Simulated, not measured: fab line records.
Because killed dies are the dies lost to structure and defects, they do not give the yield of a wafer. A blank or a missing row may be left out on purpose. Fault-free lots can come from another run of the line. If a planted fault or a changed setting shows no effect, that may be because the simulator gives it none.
Comparing a struck lot with a sound one    flow nand harc    15 steps out of a route of 1302
Sound: these wafers, L566.2, L566.4, L566.5. Struck: wafer L572.5. (L572.1, L572.4 of the same lot were not struck and are left out.) The cause comes at the end.
At each step with rows: each side's tool, then ch and its chambers, then its first start. Under that, the readings that differ: sound wafers    struck wafers    difference of the means    sigmas: that difference in standard deviations of wafers without a fault.
alike: a reading whose means differ by less than 2 such deviations, as well as words and numbers matching on both sides. not compared: withheld readings; readings where some wafer has no value; bounds like >300 that might hide an equal value; numbers whose values overlap and for which the record gives no deviation.
The two part at a step that has a row with sigmas, a row that says differs or no value, or rows on one side only. Numbers that don't overlap but have no deviation are shown without sigmas and don't part them. A reading missing from all wafers of one side parts the sides only when that side holds two or more wafers.

NHARC_A_DECK1_JOINT_ETCHBACK_07: etches the open film in HBr, target depth 105 nm, time 26.9 s.
  sound on rie si-05 ch 0,1,3, day 15 14:50; struck on rie si-05 ch 2, day 18 01:37
  alike: drypump motor current A, oes product au, run length s, throttle valve pct
  not compared: rf hours counter h
then, 8 steps without rows for these wafers: NHARC_A_DECK1_JOINT_ETCH_25 (etches SiO2 in dHF, target depth 0.5 nm); NHARC_A_DECK1_JOINT_ETCH_19 (etches poly-Si in TMAH, target depth 3 nm); NHARC_A_DECK1_JOINT_ETCH_18 (etches SiO2 in dHF, target depth 3 nm); NHARC_A_DECK1_JOINT_WET_08 (chemistry H3PO4, time 86 s); NHARC_A_DECK1_JOINT_ETCH_09 (etches SiO2 in dHF, target depth 5 nm); NHARC_A_DECK1_JOINT_WET_10 (chemistry H3PO4, time 86 s); NHARC_A_DECK1_JOINT_ETCH_11 (etches SiO2 in dHF, target depth 35 nm); NHARC_A_DECK1_JOINT_CVD_12 (deposits poly-Si, target thk 90 nm, time 1800 s).
NHARC_A_DECK1_JOINT_CMP_13: polishes, target thk 51.023 nm.
  sound on cmp-03 ch 0,3, day 16 01:29; struck on cmp-03 ch 2, day 18 11:52
  alike: motor current A, slurry filter dp kPa, time to endpoint s
NHARC_A_DECK1_JOINT_THK_MEAS_14: measures by ellipsometry.
  sound on film metro-01, day 16 01:44; struck on film metro-02, day 18 12:05
  alike: thk nm
after that, 1 step had no rows for these wafers: NHARC_A_DECK1_JOINT_SRD_04.
NHARC_A_DECK1_JOINT_ETCHBACK_00: etches the open film in HBr, target depth 30 nm, time 17.4 s.
  sound on rie si-03 ch 0,1,3, day 16 01:52; struck on rie si-05 ch 0, day 18 12:15
reading           sound           struck  difference  sigmas
run length s (s)  38.0 39.1 39.1  34.4    -4.3        -10
  alike: drypump motor current A, oes product au, throttle valve pct
  not compared: rf hours counter h
then, 2 steps without rows for these wafers: NHARC_A_DECK1_JOINT_PRECLEAN_30 (cleans in SC1); NHARC_END_SORT_01.

== WHERE THEY PART ==
Only at NHARC_A_DECK1_JOINT_ETCHBACK_00, as far as this record shows.

WHY: the cause the simulator had injected
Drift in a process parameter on rie si-05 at NHARC_A_DECK1_JOINT_ETCHBACK_00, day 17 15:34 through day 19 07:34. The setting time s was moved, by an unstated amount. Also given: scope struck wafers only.
